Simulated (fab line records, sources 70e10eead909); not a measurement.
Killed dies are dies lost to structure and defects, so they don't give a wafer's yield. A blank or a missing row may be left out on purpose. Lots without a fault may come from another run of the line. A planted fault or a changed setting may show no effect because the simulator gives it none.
fab line records | flow nand_harc
record lots=6 wafers=18 last_day=34
route steps=1302 shown P_CONTACT@218 END@1302
lots that met no fault: from a run of the same line without faults
start_h: hours from the record's first day to the start of the lot's first wafer shown | wait_h: hours since the lot's step before | " the same as in the row above | L1.1+2: a row that stands for several wafers | - no value, or no start given | * or withheld: withheld | < > ~ a bound
route shown NAME@n: a module of which the file shows steps, and the number in the route of the first | usual: mean/standard deviation of fault-free wafers | same: alike in all rows | chamber/n: place in a boat | sites: the reading at each site | _std_site: their standard deviation | _edge_site: outer sites' mean less inner sites' | radius_mm: how far each site lies from the wafer's centre | mask NAME#n: copy n | behind: the tool/chamber that last shaped the wafer | hold: why the lot was held/for how many hours/how that ended | device: the transistor (n, p or np) that didn't switch | end of line: the same wafers' tests at the end of the route | a step without rows: its recipe alone | killed: dies lost to structure and defects at the first sort, not the wafer's yield | map: a wafer's dies, x killed, . not, _ none there
set.NAME: the setting as run; set.NAME@STEP: as run at that earlier step | model.NAME: the simulator's own value behind a step, which no gauge read
lots at some steps of the route; a table a step, a row a wafer
services: from which hour (start_h, from the record's first day; less than 0 if before it) a tool's chamber was out of use, for how many hours, and why
## steps
# step NHARC_P_CONTACT_DEP_00
# recipe target_thk_a=5000 temp_c=400 pressure_torr=6.5 rf_w=900 teos_flow_sccm=161.4 flow_sccm=2650 target_thk_nm=500 gas=O2 material=SiO2
# usual heater_power_w=579/130 showerhead_vpp_V=1846/93 throttle_valve_pct=15.9/0.59
# columns lot.wafer tool chamber start_h wait_h heater_power_w showerhead_vpp_V throttle_valve_pct
L974.3 pecvd-04 2 - - 463 1971 15.0
L974.2 " 0 " " 574 2000 16.8
L974.5 " 2 " " 481 1941 15.1
L985.2 pecvd-03 2 - - 726 1692 16.1
L985.6 " 1 " " 561 1933 15.6
L985.5 " 0 " " 467 1748 15.3
L991.3 pecvd-04 1 - - 456 1838 16.0
L991.1 " 2 " " 483 1968 14.5
L991.4 " 0 " " 627 2021 16.6
L992.2 pecvd-03 1 - - 485 1929 15.8
L992.3 " 2 " " 674 1682 16.2
L992.1 " 0 " " 386 1739 15.6
L995.6 pecvd-02 2 - - 630 1847 16.4
L995.4 " 0 " " 840 1873 16.5
L995.5 " 1 " " 541 1772 14.9
L996.2 pecvd-03 2 349.41 0.3 666 1707 16.0
L996.1 " 1 " " 551 1938 15.6
L996.4 " 2 " " 687 1730 16.1
# step NHARC_P_CONTACT_CMP_01
# recipe target_thk_nm=200 material=SiO2
# usual edge_zone_pressure_frac=1.000/0.0046 motor_current_A=12.6/1.7
# columns lot.wafer tool chamber start_h wait_h edge_zone_pressure_frac motor_current_A
L974.3 cmp-04 1 132.82 - 1.000 11.5
L974.2 " 2 " " 1.005 10.9
L974.5 " 1 " " 0.995 12.0
L985.2 cmp-03 0 230.34 - 1.001 13.2
L985.5 " 0 " " 0.992 13.1
L985.6 " 1 " " 0.999 13.8
L991.1 cmp-03 1 294.25 - 1.001 14.3
L991.3 " 2 " " 0.995 14.4
L991.4 " 3 " " 1.014 10.8
L992.2 cmp-03 2 308.76 - 0.997 13.7
L992.3 " 3 " " 0.997 10.5
L992.1 " 1 " " 1.009 14.2
L995.4 cmp-03 2 333.90 - 0.995 15.0
L995.6 " 3 " " 0.995 11.0
L995.5 " 0 " " 1.009 13.5
L996.4 cmp-02 2 350.01 0.4 0.990 11.7
L996.2 " 0 " " 1.005 16.5
L996.1 " 1 " " 0.995 11.1
# step NHARC_P_CONTACT_SRD_03
# step NHARC_P_CONTACT_DEHYDRATE_04
# recipe temp_c=150 time_s=120
# step NHARC_P_CONTACT_HMDS_05
# recipe time_s=30
# step NHARC_P_CONTACT_COAT_33
# recipe temp_c=260 time_s=75
# step NHARC_P_CONTACT_COAT_34
# recipe temp_c=225 time_s=65
# step NHARC_P_CONTACT_COAT_06
# recipe spin_rpm=1500 resist_thk_nm=90
# step NHARC_P_CONTACT_SOFTBAKE_07
# recipe temp_c=105 time_s=55
# step NHARC_P_CONTACT_EBR_08
# step NHARC_P_CONTACT_EXPOSE_09
# recipe na=1.35 target_cd_nm=90 dose_mj=81.26 mask_id=P_CA
# step NHARC_P_CONTACT_PEB_10
# recipe peb_temp_c=100 peb_time_s=65
# usual exhaust_pa=44.9/0.82 heater_power_total_W=156.7/0.39 plate_temp_C=100.03/0.13
# columns lot.wafer tool chamber start_h wait_h exhaust_pa heater_power_total_W plate_temp_C
L974.2 litho_track-04 0 133.57 0.1 44.0 156.1 99.89
L974.3 " 0 " " 45.1 156.7 99.78
L974.5 " 0 " " 44.7 157.1 99.90
L985.2 litho_track-01 0 230.98 0.1 45.3 156.4 100.07
L985.5 " 0 " " 45.3 157.0 100.01
L985.6 " 0 " " 42.9 156.5 100.08
L991.1 litho_track-01 0 294.87 0.1 45.7 153.6 98.29
L991.3 " 0 " " 46.1 153.3 98.38
L991.4 " 0 " " 44.7 153.2 98.49
L992.1 litho_track-01 0 309.53 0.1 45.1 153.3 98.28
L992.2 " 0 " " 42.4 153.3 98.35
L992.3 " 0 " " 44.3 152.5 98.37
L995.4 litho_track-06 0 334.45 0.0 45.3 157.1 99.97
L995.5 " 0 " " 45.6 156.6 100.15
L995.6 " 0 " " 47.1 156.2 100.07
L996.1 litho_track-04 0 350.76 0.1 44.2 156.1 100.10
L996.2 " 0 " " 44.8 156.6 100.06
L996.4 " 0 " " 43.4 156.2 99.93
# step NHARC_P_CONTACT_DEVELOP_11
# recipe develop_time_s=35 dev_temp_c=23
# step NHARC_P_CONTACT_CD_MEAS_12
# recipe target_cd_nm=90 landing_energy_ev=500
# usual cd_nm=90.3/0.7
# columns lot.wafer tool chamber start_h wait_h cd_nm
L974.2 cd_sem-03 0 133.65 - 92.0
L974.3 " 0 " " 90.9
L974.5 " 0 " " 91.0
L985.2 cd_sem-02 0 231.06 - 91.0
L985.5 " 0 " " 89.6
L985.6 " 0 " " 90.4
L991.1 cd_sem-02 0 294.95 - 82.9
L991.3 " 0 " " 83.4
L991.4 " 0 " " 83.7
L992.1 cd_sem-02 0 309.61 - 83.7
L992.2 " 0 " " 83.2
L992.3 " 0 " " 84.3
L995.4 cd_sem-01 0 334.54 - 89.5
L995.5 " 0 " " 89.6
L995.6 " 0 " " 90.4
L996.1 cd_sem-02 0 350.84 - 92.1
L996.2 " 0 " " 90.7
L996.4 " 0 " " 91.0
# step NHARC_P_CONTACT_OVL_MEAS_13
# usual overlay_x_nm=0.0/0.8 overlay_y_nm=0.0/0.82
# columns lot.wafer tool chamber start_h wait_h overlay_x_nm overlay_y_nm
L974.2 overlay-01 - 133.74 - 1.7 0.4
L974.3 " - " " 1.5 0.0
L974.5 " - " " 1.3 0.4
L985.2 overlay-01 - 231.14 - -1.7 0.7
L985.5 " - " " -1.6 0.8
L985.6 " - " " -1.5 1.2
L991.1 overlay-02 - 295.04 - -0.1 0.7
L991.3 " - " " 0.0 -0.2
L991.4 " - " " -0.2 -0.1
L992.1 overlay-01 - 309.70 - 0.3 -0.7
L992.2 " - " " -0.4 -1.2
L992.3 " - " " -0.2 -1.2
L995.4 overlay-01 - 334.62 - -0.8 -1.0
L995.5 " - " " -0.3 -0.9
L995.6 " - " " -0.2 -1.1
L996.1 overlay-01 - 350.93 - 0.9 0.3
L996.2 " - " " 1.5 0.1
L996.4 " - " " 0.9 0.2
# step NHARC_P_CONTACT_INSPECT_14
# usual raw_defect_count=3.8/2.4
# columns lot.wafer tool chamber start_h wait_h raw_defect_count
L974.2 defect_inspect-02 - 133.77 0.0 5
L974.3 " - " " 1
L974.5 " - " " 3
L985.2 defect_inspect-01 - 231.18 0.0 5
L985.5 " - " " 7
L985.6 " - " " 6
L991.1 defect_inspect-01 - 295.08 0.0 1
L991.3 " - " " 0
L991.4 " - " " 1
L992.1 defect_inspect-01 - 309.74 0.0 6
L992.2 " - " " 5
L992.3 " - " " 3
L995.4 defect_inspect-01 - 334.66 0.0 9
L995.5 " - " " 12
L995.6 " - " " 7
L996.1 defect_inspect-01 - 350.96 0.0 3
L996.2 " - " " 0
L996.4 " - " " 2
# step NHARC_P_CONTACT_DESCUM_17
# recipe time_s=3 o2_flow_sccm=200 ar_flow_sccm=0 bias_power_w=0 chemistry=O2
# usual chamber_pressure_mTorr=60.00/0.052 drypump_motor_current_A=5.7/0.51 oes_product_au=0.999/0.011 rf_vpp_V=57.8/0.82 showerhead_plenum_p_Torr=1.92/0.066 throttle_valve_pct=11.310/0.0089
# same bias_power_w=0
# columns lot.wafer tool chamber start_h wait_h chamber_pressure_mTorr drypump_motor_current_A oes_product_au rf_hours_counter_h rf_vpp_V showerhead_plenum_p_Torr throttle_valve_pct model.P_CONTACT.cd_nm
L974.2 rie_diel-08 2 133.84 0.1 59.96 5.8 0.989 3.0 57.1 1.79 11.308 91.64
L974.3 " 3 " " 59.83 6.4 0.997 2.9 58.4 1.96 11.312 91.32
L974.5 " 2 " " 60.01 5.8 0.977 - 55.3 1.79 11.323 90.45
L985.2 rie_diel-05 1 231.26 0.1 60.03 5.9 1.023 7.2 56.9 1.97 11.302 91.09
L985.6 " 3 " " 59.96 4.7 0.992 - 57.4 1.86 11.297 90.69
L985.5 " 0 " " 60.00 5.8 1.008 - 58.0 1.94 11.316 90.51
L991.1 rie_diel-05 2 295.15 0.1 59.99 5.1 0.985 2.4 58.4 2.00 11.320 82.96
L991.4 " 3 " " 59.99 4.7 1.002 2.7 57.2 1.86 11.303 83.51
L991.3 " 0 " " 59.91 5.8 1.013 2.9 57.8 1.94 11.317 84.1
L992.3 rie_diel-05 0 309.80 0.1 59.95 5.8 1.011 3.5 57.0 1.94 11.306 85.56
L992.2 " 1 " " 60.09 5.8 0.996 3.5 58.1 1.97 11.312 83.5
L992.1 " 2 " " 59.97 5.1 0.979 3.2 57.3 2.00 11.313 83.72
L995.4 rie_diel-03 3 334.73 0.1 60.01 5.3 1.007 1.1 57.9 2.05 11.304 89.48
L995.5 " 1 " " 60.08 5.9 1.015 - 57.7 1.92 11.327 89.83
L995.6 " 2 " " 60.12 5.0 1.004 - 58.5 1.91 11.308 91.14
L996.4 rie_diel-08 2 351.03 0.1 59.97 5.8 1.015 2.4 57.3 1.79 11.313 90.78
L996.2 " 0 " " 59.95 5.8 0.992 2.5 57.6 1.94 11.303 90.78
L996.1 " 1 " " 59.97 5.6 0.990 2.6 55.9 1.90 11.321 91.87
# step NHARC_P_CONTACT_ETCH_35
# recipe target_depth_a=390 over_etch_frac=0.3 time_s=65 ion_energy_ev=80 cf4_flow_sccm=150 ar_flow_sccm=0 rf_w=300 bias_w=100 chemistry=CF4
# usual chamber_pressure_mTorr=50.00/0.044 drypump_motor_current_A=5.6/0.54 oes_product_au=0.999/0.0096 rf_vpp_V=151.3/1.1 showerhead_plenum_p_Torr=1.78/0.056 throttle_valve_pct=13.282/0.0089
# columns lot.wafer tool chamber start_h wait_h chamber_pressure_mTorr drypump_motor_current_A oes_product_au rf_hours_counter_h rf_vpp_V showerhead_plenum_p_Torr throttle_valve_pct
L974.3 rie_diel-08 3 133.92 0.1 50.09 6.5 1.001 2.9 150.8 1.81 13.274
L974.2 " 0 " " 50.01 5.8 0.983 2.7 151.4 1.79 13.286
L974.5 " 0 " " 50.03 5.8 0.981 - 151.7 1.79 13.285
L985.2 rie_diel-05 0 231.34 0.1 50.02 5.8 1.013 9.5 153.4 1.79 13.273
L985.5 " 2 " " 49.99 5.1 1.006 - 152.5 1.85 13.286
L985.6 " 3 " " 50.04 4.6 0.991 - 150.9 1.72 13.286
L991.4 rie_diel-05 3 295.23 0.1 50.05 4.7 0.986 2.7 150.7 1.72 13.286
L991.3 " 0 " " 49.96 5.8 1.016 2.9 152.2 1.79 13.276
L991.1 " 1 " " 49.96 5.8 1.009 2.6 151.6 1.82 13.271
L992.2 rie_diel-05 1 309.88 0.1 49.98 5.8 1.013 3.5 151.8 1.82 13.290
L992.1 " 2 " " 50.03 5.1 0.993 3.2 150.4 1.84 13.270
L992.3 " 3 " " 49.94 4.7 0.992 3.3 150.8 1.72 13.281
L995.4 rie_diel-03 0 334.82 0.1 50.01 6.3 1.009 0.5 150.7 1.75 13.293
L995.6 " 1 " " 49.95 5.9 1.022 - 151.8 1.78 13.283
L995.5 " 2 " " 49.95 5.0 1.007 - 151.3 1.76 13.269
L996.4 rie_diel-08 2 351.11 0.1 49.91 5.9 1.013 2.4 149.2 1.66 13.294
L996.2 " 3 " " 50.00 6.5 1.009 2.3 152.3 1.81 13.295
L996.1 " 0 " " 50.00 5.8 0.998 2.5 152.2 1.79 13.292
# step NHARC_P_CONTACT_ETCH_36
# recipe target_depth_a=2600 over_etch_frac=0.25 time_s=406.25 ion_energy_ev=200 n2_flow_sccm=150 h2_flow_sccm=150 ar_flow_sccm=0 rf_w=400 bias_w=150 chemistry=N2/H2
# usual chamber_pressure_mTorr=29.999/0.03 drypump_motor_current_A=5.6/0.51 oes_product_au=0.996/0.01 rf_vpp_V=430.8/2.2 showerhead_plenum_p_Torr=2.05/0.073 throttle_valve_pct=14.172/0.0081
# columns lot.wafer tool chamber start_h wait_h chamber_pressure_mTorr drypump_motor_current_A oes_product_au rf_hours_counter_h rf_vpp_V showerhead_plenum_p_Torr throttle_valve_pct
L974.3 rie_diel-08 2 - - 30.000 5.9 0.988 3.1 427.3 1.90 14.158
L974.2 " 3 " " 30.022 6.5 1.012 3.0 433.1 2.09 14.183
L974.5 " 1 " " 29.939 5.6 1.003 - 429.7 2.02 14.175
L985.2 rie_diel-05 1 - - 29.996 5.8 1.011 7.3 432.9 2.10 14.174
L985.5 " 2 " " 29.999 5.1 0.992 - 432.5 2.14 14.168
L985.6 " 3 " " 30.023 4.7 0.992 - 428.3 1.98 14.172
L991.1 rie_diel-05 1 - - 30.008 5.9 0.999 2.7 432.5 2.10 14.162
L991.3 " 2 " " 30.039 5.1 0.980 2.5 433.4 2.14 14.177
L991.4 " 3 " " 30.042 4.7 0.983 2.8 428.7 1.98 14.165
L992.2 rie_diel-05 1 - - 29.960 5.8 1.000 3.5 432.7 2.10 14.171
L992.3 " 2 " " 30.017 5.1 0.988 3.3 434.2 2.14 14.171
L992.1 " 3 " " 30.033 4.7 0.986 3.4 427.0 1.98 14.165
L995.4 rie_diel-03 0 - - 29.982 6.3 0.996 0.6 429.5 2.01 14.172
L995.5 " 0 " " 29.971 6.3 1.010 - 429.6 2.01 14.186
L995.6 " 1 " " 29.973 6.0 1.020 - 430.2 2.05 14.178
L996.4 rie_diel-08 0 - - 29.971 5.8 0.995 2.6 431.5 2.06 14.174
L996.1 " 1 " " 29.989 5.6 0.995 2.7 429.7 2.02 14.155
L996.2 " 2 " " 30.034 5.8 0.999 2.5 426.5 1.90 14.159
# step NHARC_P_CONTACT_ETCH_18
# recipe target_depth_a=4810 time_s=240.5 c4f8_flow_sccm=20 o2_flow_sccm=10 ar_flow_sccm=withheld rf_w=600 bias_w=1500 chemistry=C4F8/O2/Ar
# usual chamber_pressure_mTorr=24.999/0.024 oes_product_au=0.952/0.019 rf_vpp_V=979/4.6
# columns lot.wafer tool chamber start_h wait_h chamber_pressure_mTorr oes_product_au rf_hours_counter_h rf_vpp_V
L974.3 rie_diel-08 1 - - 25.003 0.958 3.1 978
L974.2 " 3 " " 24.988 0.976 3.1 981
L974.5 " 1 " " 24.968 0.955 - 976
L985.2 rie_diel-05 1 - - 25.024 0.938 7.4 982
L985.5 " 2 " " 24.993 0.974 - 985
L985.6 " 3 " " 25.012 0.947 - 973
L991.3 rie_diel-05 0 - - 25.023 0.987 3.0 979
L991.4 " 1 " " 24.994 0.948 2.9 982
L991.1 " 2 " " 24.999 0.944 2.7 985
L992.1 rie_diel-05 1 - - 24.986 0.959 3.7 982
L992.2 " 2 " " 25.020 0.961 3.5 983
L992.3 " 3 " " 24.987 0.964 3.5 974
L995.4 rie_diel-03 3 - - 25.022 0.977 1.3 987
L995.6 " 3 " " 24.975 0.983 - 989
L995.5 " 0 " " 24.982 0.962 - 977
L996.1 rie_diel-08 0 - - 24.984 0.937 2.8 980
L996.4 " 1 " " 24.973 0.932 2.9 978
L996.2 " 3 " " 25.016 0.947 2.5 982
# step NHARC_P_CONTACT_STRIP_37
# recipe c4f8_flow_sccm=withheld o2_flow_sccm=8 ar_flow_sccm=withheld bias_w=0 chemistry=C4F8/O2/Ar
# step NHARC_P_CONTACT_ETCH_31
# recipe target_depth_a=300 time_s=85.7 ion_energy_ev=120 over_etch_frac=1 ch3f_flow_sccm=50 o2_flow_sccm=30 ar_flow_sccm=200 rf_w=500 bias_w=100 chemistry=CH3F/O2
# usual chamber_pressure_mTorr=24.999/0.022 drypump_motor_current_A=5.7/0.51 oes_product_au=0.974/0.015 rf_vpp_V=244.5/1.5 showerhead_plenum_p_Torr=2.47/0.082 throttle_valve_pct=20.663/0.0082
# columns lot.wafer tool chamber start_h wait_h chamber_pressure_mTorr drypump_motor_current_A oes_product_au rf_hours_counter_h rf_vpp_V showerhead_plenum_p_Torr throttle_valve_pct model.P_CONTACT.cd_nm
L974.2 rie_diel-08 1 - - 24.993 5.6 0.974 3.2 241.3 2.44 20.653 87.57
L974.3 " 2 " " 25.039 5.9 0.968 3.3 241.6 2.30 20.662 90.01
L974.5 " 1 " " 24.937 5.6 0.983 - 244.2 2.44 20.648 87.81
L985.2 rie_diel-05 3 - - 24.982 4.7 0.986 9.3 243.9 2.39 20.658 91.29
L985.5 " 0 " " 24.987 5.8 0.973 - 246.0 2.49 20.655 90.28
L985.6 " 1 " " 25.011 5.8 0.965 - 245.7 2.53 20.671 90.05
L991.3 rie_diel-05 3 - - 25.014 4.7 0.976 2.9 244.5 2.39 20.659 81.49
L991.1 " 0 " " 24.993 5.9 0.992 3.1 244.8 2.49 20.678 80.22
L991.4 " 2 " " 25.012 5.1 0.957 2.8 246.4 2.57 20.666 82.16
L992.2 rie_diel-05 0 - - 25.031 5.9 0.984 3.8 244.3 2.49 20.656 82.38
L992.1 " 1 " " 24.998 5.8 0.982 3.9 246.5 2.53 20.667 81.76
L992.3 " 2 " " 25.016 5.1 0.975 3.6 246.6 2.57 20.661 84.44
L995.4 rie_diel-03 1 - - 24.990 5.9 0.997 1.4 243.5 2.47 20.659 87.48
L995.5 " 1 " " 24.987 5.9 0.986 - 244.2 2.47 20.664 88.28
L995.6 " 2 " " 25.002 5.0 0.975 - 243.2 2.45 20.665 90.07
L996.1 rie_diel-08 1 - - 24.978 5.6 0.964 3.0 244.9 2.44 20.657 93.57
L996.4 " 2 " " 24.985 5.9 0.970 2.6 243.3 2.30 20.645 87.83
L996.2 " 0 " " 24.991 5.8 0.965 2.9 244.1 2.49 20.660 91.04
# step NHARC_P_CONTACT_CD_MEAS_19
# usual cd_nm=89.1/1.7
# columns lot.wafer tool chamber start_h wait_h cd_nm
L974.2 cd_sem-03 - 134.71 - 87.7
L974.3 " - " " 89.9
L974.5 " - " " 88.0
L985.2 cd_sem-02 - 232.11 - 91.2
L985.5 " - " " 90.0
L985.6 " - " " 89.7
L991.1 cd_sem-01 - 296.01 - 80.4
L991.3 " - " " 81.6
L991.4 " - " " 82.1
L992.1 cd_sem-01 - 310.67 - 81.5
L992.2 " - " " 82.4
L992.3 " - " " 84.4
L995.4 cd_sem-01 - 335.59 - 87.7
L995.5 " - " " 88.2
L995.6 " - " " 90.1
L996.1 cd_sem-02 - 351.90 - 93.6
L996.2 " - " " 90.8
L996.4 " - " " 87.6
# step NHARC_P_CONTACT_STRIP_28
# recipe o2_flow_sccm=500 ar_flow_sccm=0 bias_w=0 chemistry=O2
# step NHARC_END_SORT_01
# recipe temp_c=25
# usual killed_at_array=56/21 killed_at_other=0.8/1 killed_at_periphery=3.6/2.8 killed_dies=60/20 killed_open=3.2/1.9 killed_short=2.4/1.6
# same gross_dies=677
# columns lot.wafer tool chamber start_h wait_h killed_at_array killed_at_other killed_at_periphery killed_dies killed_open killed_short
L974.2 prober-02 0 589.33 2.8 36 1 3 40 2 3
L974.3 prober-02 0 590.13 3.1 39 0 6 45 3 3
L974.5 prober-02 0 591.73 3.7 43 1 3 47 2 3
L991.1 prober-01 0 740.63 2.5 28 0 7 35 2 1
L991.3 prober-01 0 742.23 3.1 27 0 2 29 3 2
L991.4 prober-01 0 743.03 3.4 26 0 4 30 2 4
L992.1 prober-01 0 762.12 2.5 38 0 5 43 3 2
L992.2 prober-01 0 762.93 2.8 43 1 4 48 4 1
L992.3 prober-01 0 763.73 3.1 46 1 2 49 0 1
L995.4 prober-01 0 794.87 3.4 32 0 5 37 2 3
L995.5 prober-01 0 795.68 3.7 46 0 6 52 3 1
L995.6 prober-01 0 796.49 4.0 39 1 5 45 3 1
# killed by level:class
L974.2 A_SLIT:chamber_film_flake=14 A_STAIRCASE:chamber_film_flake=7 A_CHANNEL_HOLE_D2:chamber_film_flake=4 P_STI:geometric_particle:short=2 A_CONTACT:chamber_film_flake=2 A_CHANNEL_HOLE_D1:geometric_particle:short=1 A_CHANNEL_FILL_D2:geometric_particle:open=1 A_M0:geometric_particle:open=1
L974.3 A_SLIT:chamber_film_flake=20 A_CHANNEL_HOLE_D2:chamber_film_flake=10 A_STAIRCASE:chamber_film_flake=4 A_DECK1_JOINT:chamber_film_flake=2 P_STI:geometric_particle:open=1 P_CONTACT:geometric_particle:open=1 P_M0:geometric_particle:short=1 P_BONDPAD:geometric_particle:short=1
L974.5 A_SLIT:chamber_film_flake=23 A_CHANNEL_HOLE_D2:chamber_film_flake=5 A_STAIRCASE:chamber_film_flake=5 A_CONTACT:chamber_film_flake=3 P_ZERO_WELL:chamber_film_flake=2 P_GATE:geometric_particle:short=1 A_CHANNEL_HOLE_D1:geometric_particle:short=1 A_CHANNEL_FILL_D1:geometric_particle:open=1
L991.1 A_CHANNEL_HOLE_D1:chamber_film_flake=11 P_M1:chamber_film_flake=7 A_SLIT:chamber_film_flake=6 A_STAIRCASE:chamber_film_flake=5 A_ONON_D2:geometric_particle:short=1 A_BLC:geometric_particle:open=1 A_BONDPAD:geometric_particle:open=1 A_DECK1_JOINT:chamber_film_flake=1
L991.3 A_CHANNEL_HOLE_D1:chamber_film_flake=8 A_CONTACT:chamber_film_flake=6 A_STAIRCASE:chamber_film_flake=3 A_SLIT:chamber_film_flake=3 A_WL_FILL:chamber_film_flake=3 A_CHANNEL_FILL_D2:geometric_particle:open=2 P_CONTACT:geometric_particle:open=1 A_CHANNEL_HOLE_D1:geometric_particle:short=1
L991.4 A_CHANNEL_HOLE_D1:chamber_film_flake=8 A_STAIRCASE:chamber_film_flake=5 A_SLIT:chamber_film_flake=4 A_CONTACT:chamber_film_flake=3 A_SGD_CUT:geometric_particle:short=2 A_CHANNEL_HOLE_D2:chamber_film_flake=2 P_CONTACT:geometric_particle:open=1 P_M0:geometric_particle:short=1
L992.1 A_SLIT:chamber_film_flake=21 A_CHANNEL_HOLE_D1:chamber_film_flake=5 A_STAIRCASE:chamber_film_flake=4 A_CONTACT:chamber_film_flake=3 P_ZERO_WELL:chamber_film_flake=2 P_GATE:chamber_film_flake=2 A_CHANNEL_HOLE_D1:geometric_particle:short=1 A_ONON_D2:geometric_particle:short=1
L992.2 A_SLIT:chamber_film_flake=25 A_CHANNEL_HOLE_D1:chamber_film_flake=8 A_STAIRCASE:chamber_film_flake=3 P_ZERO_WELL:chamber_film_flake=2 A_CONTACT:chamber_film_flake=2 P_GATE:geometric_particle:open=1 P_M0:geometric_particle:open=1 A_ONON_D1:geometric_particle:open=1
L992.3 A_SLIT:chamber_film_flake=29 A_CHANNEL_HOLE_D1:chamber_film_flake=8 A_STAIRCASE:chamber_film_flake=4 A_CHANNEL_HOLE_D2:chamber_film_flake=2 A_ONON_D2:geometric_particle:short=1 P_GATE:chamber_film_flake=1 P_M0:chamber_film_flake=1 A_DECK1_JOINT:chamber_film_flake=1
L995.4 A_SLIT:chamber_film_flake=22 P_STI:chamber_film_flake=4 A_ZERO_WELL:chamber_film_flake=2 P_STI:geometric_particle:short=1 A_CHANNEL_FILL_D1:geometric_particle:short=1 A_CHANNEL_FILL_D2:geometric_particle:open=1 A_WL_FILL:geometric_particle:short=1 A_M0:geometric_particle:open=1
L995.5 A_SLIT:chamber_film_flake=31 A_M1:chamber_film_flake=5 P_STI:chamber_film_flake=4 P_GATE:chamber_film_flake=2 A_CHANNEL_HOLE_D2:chamber_film_flake=2 A_SOURCE_PLATE:geometric_particle:open=1 A_ONON_D1:geometric_particle:short=1 A_CHANNEL_FILL_D1:geometric_particle:open=1
L995.6 A_SLIT:chamber_film_flake=21 A_M1:chamber_film_flake=7 P_STI:chamber_film_flake=3 A_CONTACT:chamber_film_flake=2 P_CONTACT:geometric_particle:short=1 A_CHANNEL_HOLE_D2:geometric_particle:open=1 A_CHANNEL_FILL_D2:geometric_particle:open=1 A_M1:geometric_particle:open=1
## services
# columns tool chamber start_h hours kind
pecvd-03 - 127.20 0.9 repair
rie_diel-03 2 153.10 2.9 repair
rie_diel-08 0 153.47 6.4 repair
litho_track-01 - 155.00 7.0 pm
cmp-03 - 162.06 4.0 pm
pecvd-04 2 164.17 3.9 repair
rie_diel-08 1 171.59 1.4 repair
pecvd-03 - 185.19 13.0 pm
rie_diel-05 1 193.36 6.4 repair
cmp-03 - 194.07 0.6 repair
litho_track-04 - 203.00 7.0 pm
rie_diel-05 1 210.38 19.4 repair
rie_diel-08 - 215.30 9.0 pm
rie_diel-03 3 222.31 17.1 repair
rie_diel-05 - 232.31 9.0 pm
rie_diel-03 3 242.30 1.9 repair
pecvd-03 0 251.28 17.0 repair
cmp-03 - 260.06 4.0 pm
pecvd-04 - 269.00 13.0 pm
pecvd-03 - 274.79 1.3 repair
rie_diel-03 - 281.32 9.0 pm
rie_diel-03 0 312.20 15.2 repair
pecvd-03 0 324.01 35.8 repair
litho_track-01 - 330.00 7.0 pm
## key
first_sign step=NHARC_P_CONTACT_PEB_10 reading=plate_temp_C direction=down sigmas=13 usual=* struck=*
effect step=NHARC_P_CONTACT_PEB_10 reading=heater_power_total_W direction=down sigmas=8.9 usual=* struck=*
effect step=NHARC_P_CONTACT_CD_MEAS_12 reading=cd_nm direction=down sigmas=9.7 usual=90.3 struck=83.5
effect step=NHARC_P_CONTACT_CD_MEAS_19 reading=cd_nm direction=down sigmas=4.2 usual=89.1 struck=82.1
model_effect step=NHARC_P_CONTACT_DESCUM_17 value=P_CONTACT.cd_nm without=90.14 struck=83.89
model_effect step=NHARC_P_CONTACT_ETCH_31 value=P_CONTACT.cd_nm without=88.32 struck=82.07
met_at NHARC_P_CONTACT_PEB_10
struck_wafers L991.1,L991.3,L991.4,L992.1,L992.2,L992.3
tester_left_out L991,L992
onset_between 230.98 294.87
fault kind=process_parameter_drift tool=litho_track-01 chamber=- onset_h=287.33 steps=NHARC_P_CONTACT_PEB_10 channel=peb_temp_c offset=* shape=step end_h=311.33 acts_in=* stated=*
# tester_left_out: of these lots the tester's yield and bins aren't shown, on N5 and GAA mostly nor the transistor test; their killed dies are dies lost to structure and defects alone, not to doping, threshold or leakage, so they don't give the yield
